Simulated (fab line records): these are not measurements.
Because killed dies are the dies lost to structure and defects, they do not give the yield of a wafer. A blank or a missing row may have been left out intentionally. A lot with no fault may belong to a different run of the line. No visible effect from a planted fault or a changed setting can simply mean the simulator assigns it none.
Problem report, 8D (eight disciplines) form, completed by code + flow n5Finfet + the parts of the form that need people (team, actions taken, sign-off) are left out

== 1. THE PROBLEM ==
At N5_ZERO_LAYER_COAT_05, spinSpeedRpm averages 1233.5 rpm over 6 wafers from 2 lots, while fault-free wafers read 1500.0 rpm, standard deviation 0.97. So: -99 or more standard deviations from the usual mean.
The step: resist thk 1000 nm.
First observed at day 5 12:22: wafer L510.2, on lithoTrack-03. Wafers with a number at this step in the record: 29, from 10 lots. The rule behind "out" and "out of limits": a value lying over 4 standard deviations away from the usual mean. The rest of the wafers with a number are treated as sound.

== 2. WHAT IT IS, WHAT IT ISN'T ==
| question                    | is                     | is not                                                                    |
|-----------------------------|------------------------|---------------------------------------------------------------------------|
| which readings at this step | spinSpeedRpm           | resistLineTempC                                                           |
| which lots                  | L510, L511             | L494, L495, L500, L504, L505, L507, L516, L517                            |
| which wafers of those lots  | all that have a number | -                                                                         |
| read on which tools         | lithoTrack-03          | lithoTrack-02, lithoTrack-04                                              |
| when                        | from day 5 12:22       | up to then (17 sound wafers); but 6 sound wafers of L516, L517 came after |

== 3. THE SUSPECTS, EACH WITH WHAT RULES IT OUT ==
Counting: any tool at a process step up to the reading is kept as a suspect provided that every lot that is out went through it and no sound lot did after the first of them.
- lithoTrack-03 at N5_ZERO_LAYER_COAT_05 (resist thk 1000 nm): kept. All lots that are out passed through it, beginning with L510 at day 5 12:22, and no sound lot followed; its final sound lot before that point was L505 at day 4 06:22. Its own spinSpeedRpm readings are out on those wafers.
The count leaves lithoTrack-03 at N5_ZERO_LAYER_COAT_05.

== 4. THE CAUSE (what the simulator had put in) ==
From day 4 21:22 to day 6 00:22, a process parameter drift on lithoTrack-03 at N5_ZERO_LAYER_COAT_05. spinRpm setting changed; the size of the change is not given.
The count eliminated every tool but this one.

== 5. THE EFFECT CHAIN, in route order ==
One row per reading whose mean, taken over the struck wafers that have a number, lies over 3 standard deviations from the usual. Scope: only readings with a usual standard deviation given in the record; hours: median across lots of the time from each lot's start at the first step in this table that gives one to its start at this step; sigmas: change in usual standard deviations.
| hours | step                   | reading              | usual      | on struck wafers | change | sigmas      |
|-------|------------------------|----------------------|------------|------------------|--------|-------------|
| 0     | N5_ZERO_LAYER_COAT_05  | spinSpeedRpm         | 1500.0 rpm | 1233.5           | -266.5 | -99 or more |
| 1     | N5_ZERO_LAYER_STRIP_24 | stripTimeToEndpointS | 43.83 s    | 46.79            | +2.96  | +27         |
Here are the process steps it includes:
- N5_ZERO_LAYER_COAT_05: resist thk 1000 nm.
- N5_ZERO_LAYER_STRIP_24: strips in O2.
Later steps that measure or inspect, where all struck wafers having a row at the step show a number for every such reading and not one has moved that far: N5_PMOS_HMC_CHANNEL_EPI_INSPECT_30, N5_BEOL_M4_RC_MEAS_101.

== 6. WHAT WOULD HAVE CAUGHT IT SOONER ==
First out-of-limits reading in this record: day 5 12:22, which is 15 hours after fault onset at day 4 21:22.
